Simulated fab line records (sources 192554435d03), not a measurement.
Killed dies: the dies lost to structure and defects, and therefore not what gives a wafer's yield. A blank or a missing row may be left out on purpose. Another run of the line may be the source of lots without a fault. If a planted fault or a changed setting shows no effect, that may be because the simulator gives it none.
Split-lot study ; flow n5 finfet ; 7 lots, 21 wafers read, on a route of 1938 steps

## ABOUT THE SPLIT
At N5_BEOL_M13_TRENCH_ETCH_34 (etches SiOC in C4F8/O2/Ar, target depth 413.47 nm, time 162.6 s), the setting time s was moved away from the recipe's 162.6 s on 9 of the 21 wafers read, by -15.3% to +15.7%. The other wafers ran this setting at the recipe's value.

## FROM THE SPLIT TO THE READING: what the file shows between them, 9 steps
- N5_BEOL_M13_STRIP_70: strips in C4F8/O2/Ar
- N5_BEOL_M13_OCD_MEAS_35
- N5_BEOL_M13_STRIP_37: strips in N2/H2
- N5_BEOL_M13_ETCH_38: etches SiCN in CF4/N2, target depth 67.5 nm, time 71.9 s
- N5_BEOL_M13_ECD_47: material Cu, target thk 936 nm
- N5_BEOL_M13_ANNEAL_48: time 90 s
- N5_BEOL_M13_CMP_49: polishes, stops on SiOC, t overpolish 17.1 s, target thk 420 nm
- N5_BEOL_M13_PRE_CLEAN_52: time 15 s
- N5_BEOL_M13_DEP_53: deposits SiCN from 3MS/NH3, target thk 50 nm, time 17.8 s

## THE READING
M13_RS (ohm/sq), read at N5_BEOL_M13_RS_MEAS_54 with a four-point probe. Fault-free wafers of this fab line usually give 0.0452 ohm/sq, standard deviation 0.00064 ohm/sq.

wafer;tool, chamber at the split;time s as run, s;against the recipe;M13_RS, ohm/sq;against lot-mates on the recipe
L076.1;rie diel-02, 2;162.6;recipe;0.0460;-
L076.3;rie diel-02, 1;162.6;recipe;0.0451;-
L076.6;rie diel-02, 2;162.6;recipe;0.0455;-
L077.3;rie diel-06, 2;173.7;+6.8%;0.0424;-0.0037
L077.4;rie diel-06, 1;162.6;recipe;0.0459;-
L077.6;rie diel-06, 1;162.6;recipe;0.0463;-
L078.2;rie diel-04, 0;162.6;recipe;0.0445;-
L078.4;rie diel-04, 0;162.6;recipe;0.0441;-
L078.5;rie diel-04, 2;162.6;recipe;0.0455;-
L081.3;rie diel-04, 1;188.1;+15.7%;0.0386;no lot-mate on the recipe
L081.4;rie diel-04, 3;188.1;+15.7%;0.0386;no lot-mate on the recipe
L081.6;rie diel-04, 2;188.1;+15.7%;0.0396;no lot-mate on the recipe
L091.2;rie diel-02, 2;180.8;+11.2%;0.0410;-0.0044
L091.3;rie diel-02, 3;162.6;recipe;0.0454;-
L091.6;rie diel-02, 0;180.8;+11.2%;0.0404;-0.0050
L095.3;rie diel-04, 3;162.6;recipe;0.0451;-
L095.4;rie diel-04, 1;186.2;+14.5%;0.0388;-0.0063
L095.5;rie diel-04, 2;186.2;+14.5%;0.0390;-0.0061
L093.2;rie diel-06, 2;162.6;recipe;0.0465;-
L093.4;rie diel-06, 3;137.7;-15.3%;0.0555;+0.0098
L093.5;rie diel-06, 0;162.6;recipe;0.0449;-

THE FIT
A straight line over all 21 wafers: M13_RS changes by -0.000479 ohm/sq for each +1% of time s; r = -0.98; the points scatter about the line by 0.0009 ohm/sq.
The same after taking each lot's own level away (the mean of its wafers on the recipe; 18 wafers): -0.000497 ohm/sq for each +1%; r = -0.98; scatter 0.00078 ohm/sq.
The reading moves by 0.0078 ohm/sq for the largest change in time s, on that fit.
Measured against the standard deviation above, the lots' own levels, which go from 0.04470 to 0.04610 ohm/sq, span 2.2 times it.
Consequently the slope shifts little with the lot-to-lot level, the two slopes agreeing.
Check: +0.00656 ohm/sq against its lot-mates is what the line predicts for one of the wafers moved furthest among these (-15.3%) when that wafer is left out of the fit. Against them it came out at +0.0098 ohm/sq.

## THE OTHER SPLITS THESE WAFERS WENT THROUGH
Other splits were also applied to these wafers ahead of the reading. Each is held against what the fit with the lots' levels taken away leaves over:
other split on the same wafers;wafers away from the commonest value;r with M13_RS (lot level and that fit taken away)
N5_BEOL_M12_ILD_DEP_00 time s;7;+0.28

## THE WHOLE CHAIN: every reading that the file lists as answering this split, in the file's order
step;what it does;reading;change (the file's fit);r (the file's)
N5_BEOL_M13_TRENCH_ETCH_34;etches SiOC in C4F8/O2/Ar, target depth 413.47 nm, time 162.6 s;etch.depth nm (the simulator's own value, which no gauge read);+4.37 nm for each +1% of the setting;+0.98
N5_BEOL_M13_OCD_MEAS_35;;trench depth nm;+4.36 nm for each +1% of the setting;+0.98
N5_BEOL_M13_CMP_49;polishes, stops on SiOC, t overpolish 17.1 s, target thk 420 nm;Cu_of_BEOL_M13_ECD_47.thk nm (the simulator's own value, which no gauge read);+4.41 nm for each +1% of the setting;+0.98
N5_BEOL_M13_RS_MEAS_54;measures by four-point-probe;M13_RS;-0.000512 for each +1% of the setting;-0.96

## FILE'S OWN FIT
M13_RS changes by -0.000512 ohm/sq for each +1% of time s, r = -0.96.
